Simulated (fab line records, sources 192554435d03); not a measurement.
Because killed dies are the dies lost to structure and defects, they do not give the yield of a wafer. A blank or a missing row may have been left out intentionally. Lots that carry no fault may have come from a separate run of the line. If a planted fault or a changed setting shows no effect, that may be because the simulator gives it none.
Chamber matching / flow n5-finfet / N5_SDB_ETCH_18 on rie-diel-06 has 4 sister chambers
The step etches SOC in N2/H2, target depth 100 nm, overetch 20 nm, time 150 s. 4 wafers are shown with their chamber, then 8 later ones without.

## EACH WAFER AND ITS CHAMBER
wafer=L086.2; chamber=3; drypump-motor-current-A (A)=6.5
wafer=L090.3; chamber=0; drypump-motor-current-A (A)=6.6
wafer=L090.6; chamber=2; drypump-motor-current-A (A)=5.5
wafer=L092.1; chamber=1; drypump-motor-current-A (A)=6.0

## WAFERS WHOSE CHAMBER IS MISSING
wafer=L092.3; drypump-motor-current-A (A)=5.4
wafer=L092.4; drypump-motor-current-A (A)=6.6
wafer=L094.2; drypump-motor-current-A (A)=5.4
wafer=L094.4; drypump-motor-current-A (A)=6.0
wafer=L094.5; drypump-motor-current-A (A)=5.5
wafer=L097.1; drypump-motor-current-A (A)=6.5
wafer=L097.5; drypump-motor-current-A (A)=5.4
wafer=L097.6; drypump-motor-current-A (A)=6.5

## CHAMBER TAKEN BY EACH
wafer=L092.3; from the rows above=2; in truth=2
wafer=L092.4; from the rows above=can't be placed: 0 or 3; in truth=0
wafer=L094.2; from the rows above=2; in truth=2
wafer=L094.4; from the rows above=1; in truth=1
wafer=L094.5; from the rows above=2; in truth=2
wafer=L097.1; from the rows above=can't be placed: 3 or 0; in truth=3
wafer=L097.5; from the rows above=2; in truth=2
wafer=L097.6; from the rows above=can't be placed: 3 or 0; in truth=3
5 of 8 placed correctly. From these rows, 3 cannot be placed; in 3 the true chamber is one of the candidates. 0 placed wrongly.
How it was worked out, from the rows above alone: a wafer's distance from a chamber is the root of the sum, over the readings, of the square of ((its reading less the chamber's mean) divided by the reading's scatter). The wafer belongs to the nearest chamber; if the next one is less than 2 further off, it can't be placed. A chamber's mean is the mean of its shown wafers. The scatter: root of mean squared gap, hidden wafer to nearest shown wafer, with one shown wafer a chamber.
